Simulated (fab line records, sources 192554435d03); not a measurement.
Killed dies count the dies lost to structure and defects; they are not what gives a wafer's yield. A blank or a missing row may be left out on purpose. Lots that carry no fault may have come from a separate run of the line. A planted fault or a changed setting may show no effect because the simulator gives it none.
fab line records	flow n5-finfet	part 1 of 2: steps 1 to 26 of 31
[record] lots = 5	wafers = 15	last-day = 18
route steps=1938 shown SDB@375 DUMMY_REMOVAL@377 HKMG_FIN@385
lots that met no fault: taken from a fault-free run of the same line
start-h: hours from the record's opening day to when the first of the lot's shown wafers began	wait-h: hours from the lot's prior step to this one	" as in the row above	L1.1+2: one row covering several wafers at once	- either no value or no given start	* or withheld: withheld	< > ~ a bound
route shown NAME@n: names a module that has steps shown in the file, with the first one's number in the route	usual: average and standard deviation across the fault-free wafers	same: alike in all rows	chamber/n: place in a boat	sites: the reading at each site	_std_site: how widely they spread, as a standard deviation	_edge_site: the outer-site mean with the inner-site mean subtracted	radius-mm: how far each site lies from the wafer's centre	mask NAME#n: copy n	behind: tool/chamber where the wafer was last shaped	hold: what put the lot on hold/how long, in hours/how the hold closed	device: whichever transistor did not switch (one of n, p or np)	end of line: the tests these same wafers got at the end of their route	a step without rows: its recipe alone	killed: at the first sort, the dies lost to defects and structure; wafer yield is something else	map: per-die view of a wafer (x killed, . not killed, _ where there is no die)
set.NAME: setting as actually run; set.NAME@STEP: the setting as run at that earlier step	model.NAME: the simulator's own value behind a step, which no gauge read
lots at some steps of the route; a table a step, a row a wafer
services: from which hour (start-h, from the record's first day; less than 0 if before it) a tool's chamber was out of use, for how many hours, and why
[[steps]]
[step N5_SDB_THK_MEAS_31]
[recipe] reads = a-Si_of_DUMMY_GATE_CVD_03
[usual] SDB_THK = 64.5/0.97
lot.wafer	tool	chamber	start-h	wait-h	SDB_THK[nm]
L076.1	film-metro-01	-	83.73	-	63.2
L076.3	"	-	"	"	62.5
L076.4	"	-	"	"	64.5
L082.3	film-metro-01	-	118.89	-	64.8
L082.5	"	-	"	"	63.3
L082.6	"	-	"	"	63.6
L085.1	film-metro-01	-	134.27	-	64.8
L085.2	"	-	"	"	64.4
L085.4	"	-	"	"	65.0
L090.2	film-metro-02	-	167.09	-	65.3
L090.4	"	-	"	"	66.0
L090.6	"	-	"	"	65.5
L094.1	film-metro-02	-	195.13	-	64.3
L094.2	"	-	"	"	63.6
L094.4	"	-	"	"	65.5
[step N5_SDB_INSPECT_36]
[recipe] inspect-instrument = darkfield	mode = post-cmp
[usual] raw-defect-count = 38/15
lot.wafer	tool	chamber	start-h	wait-h	raw-defect-count
L076.1	defect-inspect-02	-	83.76	0.0	84
L076.3	"	-	"	"	60
L076.4	"	-	"	"	67
L082.3	defect-inspect-02	-	118.92	0.0	50
L082.5	"	-	"	"	27
L082.6	"	-	"	"	56
L085.1	defect-inspect-02	-	134.29	0.0	53
L085.2	"	-	"	"	34
L085.4	"	-	"	"	36
L090.2	defect-inspect-02	-	167.12	0.0	27
L090.4	"	-	"	"	28
L090.6	"	-	"	"	57
L094.1	defect-inspect-02	-	195.16	0.0	36
L094.2	"	-	"	"	41
L094.4	"	-	"	"	33
[step N5_DUMMY_REMOVAL_HM_STRIP_01]
[recipe] chemistry = CH3F/O2	material = SiNx	target-depth-a = 40	stop-on = poly-Si	time-s = 6.8	over-etch-frac = 0.3	ion-energy-ev = 60	power-w = 410	bias-w = 29	Ar_flow_sccm = 150	CH3F_flow_sccm = 30	O2_flow_sccm = 20
[usual] drypump-motor-current-A = 5.6/0.56	oes-product-au = 0.62/0.054	rf-vpp-V = 127.5/0.94	showerhead-plenum-p-Torr = 2.01/0.061	throttle-valve-pct = 16.34/0.22
lot.wafer	tool	chamber	start-h	wait-h	drypump-motor-current-A	oes-product-au	rf-hours-counter-h	rf-vpp-V	showerhead-plenum-p-Torr	throttle-valve-pct
L076.1	rie-diel-03	2	83.79	0.0	6.6	0.58	208	126.7	1.99	16.59
L076.3	"	0	"	"	6.5	0.55	220	128.9	2.06	16.22
L076.4	"	2	"	"	6.6	0.57	-	127.6	1.99	16.59
L082.3	rie-diel-01	0	119.16	0.2	5.2	0.63	134	128.1	2.01	16.60
L082.5	"	0	"	"	5.2	0.63	-	126.2	2.01	16.61
L082.6	"	1	"	"	4.8	0.58	-	127.7	2.06	16.26
L085.1	rie-diel-03	0	134.33	0.0	6.5	0.55	235	127.4	2.05	16.25
L085.2	"	2	"	"	6.6	0.56	223	127.1	1.99	16.61
L085.4	"	3	"	"	5.4	0.58	193	128.3	2.07	16.52
L090.2	rie-diel-06	1	167.27	0.2	5.0	0.59	211	126.2	1.98	16.38
L090.4	"	3	"	"	5.7	0.64	100	128.4	2.10	16.24
L090.6	"	2	"	"	5.0	0.73	-	126.3	1.96	15.83
L094.1	rie-diel-06	2	195.19	0.0	5.0	0.72	36	127.8	1.96	15.85
L094.2	"	0	"	"	6.2	0.61	174	126.7	1.91	16.55
L094.4	"	1	"	"	5.1	0.58	219	126.5	1.97	16.39
[step N5_DUMMY_REMOVAL_STRIP_10]
[recipe] chemistry = N2/H2	time-s = 40	power-w = 100	temp-c = 40	pressure-mtorr = 100	rf-frequency-hz = 6e+07	bias-power-w = 3	n2-flow-sccm = 300	h2-flow-sccm = 300
[usual] drypump-motor-current-A = 5.6/0.56	oes-product-au = 0.77/0.071	rf-vpp-V = 45.2/0.94	showerhead-plenum-p-Torr = 3.38/0.1	throttle-valve-pct = 12.23/0.22
lot.wafer	tool	chamber	start-h	wait-h	drypump-motor-current-A	oes-product-au	rf-hours-counter-h	rf-vpp-V	showerhead-plenum-p-Torr	throttle-valve-pct
L076.1	rie-diel-03	2	83.83	0.0	6.6	0.70	208	43.9	3.34	12.36
L076.3	"	0	"	"	6.5	0.68	220	44.8	3.49	12.40
L076.4	"	2	"	"	6.6	0.70	-	45.0	3.33	12.37
L082.3	rie-diel-01	0	119.20	0.0	5.2	0.78	134	43.8	3.38	12.38
L082.5	"	0	"	"	5.2	0.77	-	44.5	3.38	12.37
L082.6	"	1	"	"	4.9	0.73	-	45.3	3.50	12.21
L085.1	rie-diel-03	0	134.37	0.0	6.5	0.68	235	44.7	3.48	12.44
L085.2	"	2	"	"	6.6	0.69	223	43.8	3.33	12.41
L085.4	"	3	"	"	5.5	0.72	193	46.0	3.49	12.46
L090.2	rie-diel-06	1	167.31	0.0	5.0	0.71	211	46.9	3.33	12.25
L090.4	"	3	"	"	5.7	0.79	100	45.2	3.53	12.08
L090.6	"	2	"	"	5.0	0.91	-	46.2	3.32	11.73
L094.1	rie-diel-06	2	195.22	0.0	5.0	0.90	36	45.3	3.31	11.74
L094.2	"	0	"	"	6.2	0.75	174	43.8	3.21	12.40
L094.4	"	1	"	"	5.1	0.71	219	45.0	3.32	12.25
[step N5_DUMMY_REMOVAL_PRECLEAN_07]
[recipe] chemistry = dHF	time-s = 30	temp-c = 25	dilution = withheld
lot.wafer	tool	chamber	start-h	wait-h
L076.1+3+4	wet-bench-06	6,4,2	83.92	0.1
L082.3+5+6	wet-bench-03	3,6,2	119.29	0.1
L085.1+2+4	wet-bench-06	0,3,1	134.46	0.1
L090.2+4+6	wet-bench-02	0,2,4	167.40	0.1
L094.1+2+4	wet-bench-03	2,7,4	195.32	0.1
[step N5_DUMMY_REMOVAL_DUMMY_REMOVE_02]
[recipe] chemistry = TMAH	temp-c = 70	target = poly-Si	stop-on = SiO2	target-depth-nm = 142	conc-wt-pct = 5	time-s = 57	dry = ipa-marangoni	rinse-time-s = 30	rinse-temp-c = 23
lot.wafer	tool	chamber	start-h	wait-h
L076.1+3+4	wet-bench-06	6,4,2	83.93	0.0
L082.3+5+6	wet-bench-03	3,6,2	119.30	0.0
L085.1+2+4	wet-bench-06	0,3,1	134.47	0.0
L090.2+4+6	wet-bench-02	0,2,4	167.41	0.0
L094.1+2+4	wet-bench-03	2,7,4	195.33	0.0
[step N5_DUMMY_REMOVAL_INSPECT_06]
[recipe] inspect-instrument = brightfield	mode = aei
[usual] raw-defect-count = 12/4.8
lot.wafer	tool	chamber	start-h	wait-h	raw-defect-count
L076.1	defect-inspect-02	-	83.99	0.0	10
L076.3	"	-	"	"	13
L076.4	"	-	"	"	17
L082.3	defect-inspect-01	-	119.36	0.0	20
L082.5	"	-	"	"	16
L082.6	"	-	"	"	12
L085.1	defect-inspect-02	-	134.53	0.0	14
L085.2	"	-	"	"	28
L085.4	"	-	"	"	10
L090.2	defect-inspect-01	-	167.47	0.0	21
L090.4	"	-	"	"	8
L090.6	"	-	"	"	16
L094.1	defect-inspect-02	-	195.39	0.0	13
L094.2	"	-	"	"	11
L094.4	"	-	"	"	11
[step N5_DUMMY_REMOVAL_PRECLEAN_08]
[recipe] chemistry = NF3:NH3	afs-cycles = 2	temp-c = 30	time-s = 20	sublimation-temp-c = 180	sublimation-time-s = 60	pressure-torr = 3	rf-power-w = 30
lot.wafer	tool	chamber	start-h	wait-h
L076.1+3+4	remote-plasma-02	1	84.03	0.0
L082.3+5+6	remote-plasma-01	1	119.46	0.1
L085.1+2+4	remote-plasma-02	0	134.56	0.0
L090.2+4+6	remote-plasma-01	0	167.53	0.1
L094.1+2+4	remote-plasma-02	0	195.43	0.0
[step N5_DUMMY_REMOVAL_PRECLEAN_04]
[recipe] chemistry = DHF	time-s = 37	temp-c = 25	dilution = 500:1
lot.wafer	tool	chamber	start-h	wait-h
L076.1+3+4	wet-bench-02	6,0,1	84.24	0.2
L082.3+5+6	wet-bench-03	6,7,3	119.61	0.1
L085.1+2+4	wet-bench-02	2,3,7	134.77	0.2
L090.2+4+6	wet-bench-02	7,0,1	167.71	0.2
L094.1+2+4	wet-bench-02	5,1,6	195.64	0.2
[step N5_DUMMY_REMOVAL_SRD_05]
[recipe] dry = ipa-marangoni	do-ppb = 5	time-s = 30	temp-c = 23	rinse-liquid = diw
lot.wafer	tool	chamber	start-h	wait-h
L076.1+3+4	wet-bench-02	6,0,1	84.25	0.0
L082.3+5+6	wet-bench-03	6,7,3	119.62	0.0
L085.1+2+4	wet-bench-02	2,3,7	134.79	0.0
L090.2+4+6	wet-bench-02	7,0,1	167.73	0.0
L094.1+2+4	wet-bench-02	5,1,6	195.65	0.0
[step N5_HKMG_FIN_IL_REGROW_00]
[recipe] material = SiO2	target-thk-a = 7.5	chemistry = O3	temp-c = withheld	time-s = 30
lot.wafer	tool	chamber	start-h	wait-h
L076.1+3+4	ald-hk-01	1,2,0	84.30	0.0
L082.3+5+6	ald-hk-02	3,0,3	119.67	0.0
L085.1+2+4	ald-hk-02	0,3,1	134.83	0.0
L090.2+4+6	ald-hk-01	1,3,2	167.77	0.0
L094.1+2+4	ald-hk-01	3,2,1	195.70	0.0
[step N5_HKMG_FIN_HK_ALD_01]
[recipe] material = HfO2	target-thk-a = 16	temp-c = withheld	ald-precursor-family = HfCl4	ald-co-reactant = H2O	pulse-time-s = 3	purge-time-s = 3	co-reactant-purge-time-s = 2.5	co-reactant-pulse-time-s = 0.3	ald-cycles = 30
[usual] precursor-pulse-height-rel = 0.999/0.019
[same] co-reactant-pulse-time-s = 0.3
lot.wafer	tool	chamber	start-h	wait-h	precursor-pulse-height-rel
L076.1	ald-hk-01	1	84.35	0.0	1.033
L076.3	"	2	"	"	0.955
L076.4	"	0	"	"	0.981
L082.3	ald-hk-02	3	119.72	0.0	0.998
L082.5	"	0	"	"	0.999
L082.6	"	3	"	"	1.017
L085.1	ald-hk-02	0	134.88	0.0	0.997
L085.2	"	3	"	"	0.999
L085.4	"	1	"	"	0.990
L090.2	ald-hk-01	1	167.82	0.0	0.962
L090.4	"	3	"	"	1.039
L090.6	"	2	"	"	0.961
L094.1	ald-hk-01	3	195.75	0.0	0.995
L094.2	"	2	"	"	0.998
L094.4	"	1	"	"	0.996
[step N5_HKMG_FIN_HK_ANNEAL_02]
[recipe] temp-c = 700	time-s = 30	ambient = N2	idle-temp-c = 600	ramp-up-c-per-s = 150	ramp-down-c-per-s = 60	cool-to-c = 600
[usual] lamp-power-pct = 8.81/0.057	lamp_zone_5_pct = 8.798/0.013	wafer_temp_C_max = 702.9/0.73
lot.wafer	tool	chamber	start-h	wait-h	lamp-power-pct	lamp_zone_5_pct	wafer_temp_C_max
L076.1	rtp-anneal-02	0	84.53	0.1	8.87	8.827	704.4
L076.3	"	0	"	"	8.82	8.797	703.7
L076.4	"	0	"	"	8.76	8.805	702.2
L082.3	rtp-anneal-02	0	119.96	0.2	8.89	8.811	703.7
L082.5	"	0	"	"	8.87	8.794	703.9
L082.6	"	0	"	"	8.86	8.794	701.9
L085.1	rtp-anneal-01	0	135.15	0.2	8.81	8.812	703.5
L085.2	"	0	"	"	8.91	8.804	702.1
L085.4	"	0	"	"	8.78	8.806	702.8
L090.2	rtp-anneal-02	0	168.04	0.1	8.88	8.818	703.6
L090.4	"	0	"	"	8.89	8.815	703.3
L090.6	"	0	"	"	8.80	8.796	703.1
L094.1	rtp-anneal-02	0	195.93	0.1	8.84	8.775	703.2
L094.2	"	0	"	"	8.78	8.807	704.0
L094.4	"	0	"	"	8.75	8.821	704.0
[step N5_HKMG_FIN_ALD_74]
[recipe] material = La2O3	target-thk-a = 5	temp-c = 250	ald-precursor-family = La-Cp	ald-co-reactant = O3	pulse-time-s = 6	co-reactant-pulse-time-s = 1	purge-time-s = 3	co-reactant-purge-time-s = 3
[usual] heater-power-w = 352/22	precursor-pulse-height-rel = 1.001/0.018
[same] co-reactant-pulse-time-s = 1
lot.wafer	tool	chamber	start-h	wait-h	heater-power-w	precursor-pulse-height-rel
L076.1	ald-hk-02	1	84.75	0.2	345	1.007
L076.3	"	2	"	"	384	1.019
L076.4	"	3	"	"	306	1.018
L082.3	ald-hk-03	2	120.12	0.1	362	0.998
L082.5	"	0	"	"	384	0.997
L082.6	"	3	"	"	352	1.026
L085.1	ald-hk-01	2	135.37	0.2	351	1.031
L085.2	"	3	"	"	343	1.024
L085.4	"	0	"	"	325	1.017
L090.2	ald-hk-02	0	168.22	0.2	336	0.987
L090.4	"	3	"	"	307	1.012
L090.6	"	1	"	"	353	1.013
L094.1	ald-hk-02	1	196.15	0.2	347	0.994
L094.2	"	2	"	"	384	1.005
L094.4	"	3	"	"	310	0.981
[step N5_HKMG_FIN_ALD_75]
[recipe] material = Al2O3	target-thk-a = 10	temp-c = 150	ald-precursor-family = TMA	ald-co-reactant = H2O	pulse-time-s = withheld	co-reactant-pulse-time-s = 1
[usual] heater-power-w = 152/9.6	precursor-pulse-height-rel = 1.001/0.02
lot.wafer	tool	chamber	start-h	wait-h	heater-power-w	precursor-pulse-height-rel
L076.1	ald-hk-02	1	84.82	0.0	154	1.022
L076.3	"	2	"	"	168	1.016
L076.4	"	3	"	"	133	0.989
L082.3	ald-hk-03	2	120.19	0.0	155	0.962
L082.5	"	0	"	"	163	0.988
L082.6	"	3	"	"	157	1.021
L085.1	ald-hk-01	2	135.44	0.0	149	1.012
L085.2	"	3	"	"	149	1.008
L085.4	"	0	"	"	141	0.983
L090.2	ald-hk-02	0	168.30	0.0	150	0.990
L090.4	"	3	"	"	130	1.000
L090.6	"	1	"	"	154	0.981
L094.1	ald-hk-02	1	196.22	0.0	153	1.023
L094.2	"	2	"	"	170	0.987
L094.4	"	3	"	"	135	0.982
[step N5_HKMG_FIN_COAT_41]
[recipe] resist = SOC	temp-c = 250	time-s = 60	spin-rpm = 1500	resist-thk-nm = 300
[usual] heater-power-total-W = 500.2/1.7	plate-temp-C = 249.99/0.17
lot.wafer	tool	chamber	start-h	wait-h	heater-power-total-W	plate-temp-C
L076.1	litho-track-03	0	84.92	-	502.2	250.10
L076.3	"	0	"	"	502.0	249.91
L076.4	"	0	"	"	498.2	249.78
L082.3	litho-track-01	0	120.29	-	497.5	249.98
L082.5	"	0	"	"	502.8	250.25
L082.6	"	0	"	"	497.8	250.12
L085.1	litho-track-01	0	135.54	-	502.7	249.72
L085.2	"	0	"	"	499.2	250.05
L085.4	"	0	"	"	498.3	250.00
L090.2	litho-track-04	0	168.40	-	498.7	250.04
L090.4	"	0	"	"	499.5	250.15
L090.6	"	0	"	"	502.5	249.90
L094.1	litho-track-03	0	196.32	-	500.9	249.97
L094.2	"	0	"	"	497.9	250.00
L094.4	"	0	"	"	498.5	250.06
[step N5_HKMG_FIN_COAT_42]
[recipe] resist = SiARC	temp-c = 220	time-s = 60	spin-rpm = 1500	resist-thk-nm = 35
[usual] heater-power-total-W = 427.4/2	plate-temp-C = 220.04/0.15
lot.wafer	tool	chamber	start-h	wait-h	heater-power-total-W	plate-temp-C
L076.1	litho-track-03	0	-	-	428.9	220.19
L076.3	"	0	"	"	425.7	219.82
L076.4	"	0	"	"	429.5	219.97
L082.3	litho-track-01	0	-	-	430.2	220.11
L082.5	"	0	"	"	425.9	220.07
L082.6	"	0	"	"	424.3	220.04
L085.1	litho-track-01	0	-	-	424.4	220.07
L085.2	"	0	"	"	428.1	220.14
L085.4	"	0	"	"	428.3	220.18
L090.2	litho-track-04	0	-	-	428.5	219.96
L090.4	"	0	"	"	428.7	220.10
L090.6	"	0	"	"	425.4	220.01
L094.1	litho-track-03	0	-	-	427.2	220.32
L094.2	"	0	"	"	431.0	220.44
L094.4	"	0	"	"	426.5	220.05
[step N5_HKMG_FIN_COAT_43]
[recipe] resist = CAR-ArF	spin-rpm = 1500	resist-thk-nm = 90
lot.wafer	tool	chamber	start-h	wait-h
L076.1+3+4	litho-track-03	0	-	-
L082.3+5+6	litho-track-01	0	-	-
L085.1+2+4	litho-track-01	0	-	-
L090.2+4+6	litho-track-04	0	-	-
L094.1+2+4	litho-track-03	0	-	-
[step N5_HKMG_FIN_EBR_45]
[recipe] solvent = PGMEA	ebr-width-mm = 1.5
lot.wafer	tool	chamber	start-h	wait-h
L076.1+3+4	litho-track-03	0	-	-
L082.3+5+6	litho-track-01	0	-	-
L085.1+2+4	litho-track-01	0	-	-
L090.2+4+6	litho-track-04	0	-	-
L094.1+2+4	litho-track-03	0	-	-
[step N5_HKMG_FIN_SOFTBAKE_44]
[recipe] temp-c = 110	time-s = 60	resist = CAR-ArF
[usual] heater-power-total-W = 175.4/1.7	plate-temp-C = 110.00/0.14
lot.wafer	tool	chamber	start-h	wait-h	heater-power-total-W	plate-temp-C
L076.1	litho-track-03	0	-	-	173.0	109.95
L076.3	"	0	"	"	174.6	109.99
L076.4	"	0	"	"	176.0	109.99
L082.3	litho-track-01	0	-	-	174.1	109.90
L082.5	"	0	"	"	177.4	109.96
L082.6	"	0	"	"	177.3	110.01
L085.1	litho-track-01	0	-	-	173.4	109.90
L085.2	"	0	"	"	175.0	109.84
L085.4	"	0	"	"	176.6	109.74
L090.2	litho-track-04	0	-	-	175.1	109.86
L090.4	"	0	"	"	176.3	109.94
L090.6	"	0	"	"	177.4	110.00
L094.1	litho-track-03	0	-	-	177.6	110.23
L094.2	"	0	"	"	177.3	110.16
L094.4	"	0	"	"	177.6	109.98
[step N5_HKMG_FIN_EXPOSE_46]
[recipe] mask-id = NDIPOLE	na = 1.35	source-shape = conventional	sigma-outer = 0.8	polarization = unpolarized	dose-mj = 40
[usual] exposure-dose-mJ-cm2 = 39.99/0.043
lot.wafer	tool	chamber	start-h	wait-h	mask	exposure-dose-mJ-cm2
L076.1	arfi-scanner-01	0	85.17	-	NDIPOLE#0	39.98
L076.3	"	0	"	"	NDIPOLE#0	40.05
L076.4	"	0	"	"	NDIPOLE#0	39.99
L082.3	arfi-scanner-02	0	120.42	-	NDIPOLE#0	39.96
L082.5	"	0	"	"	NDIPOLE#0	39.98
L082.6	"	0	"	"	NDIPOLE#0	39.92
L085.1	arfi-scanner-02	0	135.78	-	NDIPOLE#0	40.02
L085.2	"	0	"	"	NDIPOLE#0	40.03
L085.4	"	0	"	"	NDIPOLE#0	40.03
L090.2	arfi-scanner-02	0	168.65	-	NDIPOLE#0	40.04
L090.4	"	0	"	"	NDIPOLE#0	39.98
L090.6	"	0	"	"	NDIPOLE#0	40.02
L094.1	arfi-scanner-03	0	196.44	-	NDIPOLE#0	39.94
L094.2	"	0	"	"	NDIPOLE#0	40.06
L094.4	"	0	"	"	NDIPOLE#0	40.02
[step N5_HKMG_FIN_PEB_47]
[recipe] peb-temp-c = withheld	peb-time-s = 60	resist = CAR-ArF
lot.wafer	tool	chamber	start-h	wait-h
L076.1+3+4	litho-track-04	0	85.22	0.1
L082.3+5+6	litho-track-04	0	120.47	0.0
L085.1+2+4	litho-track-03	0	135.84	0.1
L090.2+4+6	litho-track-01	0	168.70	0.0
L094.1+2+4	litho-track-03	0	196.50	0.1
[step N5_HKMG_FIN_DEVELOP_48]
[recipe] develop-time-s = 30	developer = TMAH	resist = CAR-ArF	rinse-liquid = diw	dry = air-spin	dev-temp-c = 23
[same] develop-time-s = 30
lot.wafer	tool	chamber	start-h	wait-h
L076.1+3+4	litho-track-04	0	-	-
L082.3+5+6	litho-track-04	0	-	-
L085.1+2+4	litho-track-03	0	-	-
L090.2+4+6	litho-track-01	0	-	-
L094.1+2+4	litho-track-03	0	-	-
[step N5_HKMG_FIN_CD_MEAS_49]
[recipe] target-cd-nm = 202	landing-energy-ev = 500	detector = se-inlens	polarity = opening
[usual] cd-nm = 201.9/0.83
lot.wafer	tool	chamber	start-h	wait-h	cd-nm
L076.1	cd-sem-01	0	85.29	-	201.7
L076.3	"	0	"	"	202.5
L076.4	"	0	"	"	202.3
L082.3	cd-sem-03	0	120.54	-	200.9
L082.5	"	0	"	"	201.5
L082.6	"	0	"	"	200.7
L085.1	cd-sem-03	0	135.91	-	201.3
L085.2	"	0	"	"	201.0
L085.4	"	0	"	"	201.1
L090.2	cd-sem-03	0	168.77	-	203.0
L090.4	"	0	"	"	202.1
L090.6	"	0	"	"	202.4
L094.1	cd-sem-03	0	196.57	-	201.9
L094.2	"	0	"	"	200.7
L094.4	"	0	"	"	201.7
[step N5_HKMG_FIN_OVL_MEAS_50]
[recipe] points-per-wafer = 44
[usual] NDIPOLE_OVL = 0.5/0.86
lot.wafer	tool	chamber	start-h	wait-h	NDIPOLE_OVL[nm]
L076.1	overlay-02	0	85.32	0.0	0.3
L076.3	"	0	"	"	-0.7
L076.4	"	0	"	"	0.2
L082.3	overlay-02	0	120.57	0.0	0.8
L082.5	"	0	"	"	1.6
L082.6	"	0	"	"	-0.3
L085.1	overlay-02	0	135.94	0.0	0.5
L085.2	"	0	"	"	-0.7
L085.4	"	0	"	"	0.0
L090.2	overlay-02	0	168.80	0.0	0.1
L090.4	"	0	"	"	1.1
L090.6	"	0	"	"	-1.1
L094.1	overlay-02	0	196.60	0.0	0.9
L094.2	"	0	"	"	0.6
L094.4	"	0	"	"	0.0
[step N5_HKMG_FIN_INSPECT_61]
[recipe] mode = adi	inspect-instrument = macro
[usual] raw-defect-count = 2.1/1.5
lot.wafer	tool	chamber	start-h	wait-h	raw-defect-count
L076.1	defect-inspect-02	-	85.34	0.0	2
L076.3	"	-	"	"	3
L076.4	"	-	"	"	4
L082.3	defect-inspect-02	-	120.59	0.0	3
L082.5	"	-	"	"	6
L082.6	"	-	"	"	2
L085.1	defect-inspect-01	-	135.96	0.0	1
L085.2	"	-	"	"	4
L085.4	"	-	"	"	0
L090.2	defect-inspect-02	-	168.82	0.0	1
L090.4	"	-	"	"	3
L090.6	"	-	"	"	1
L094.1	defect-inspect-02	-	196.62	0.0	2
L094.2	"	-	"	"	1
L094.4	"	-	"	"	4
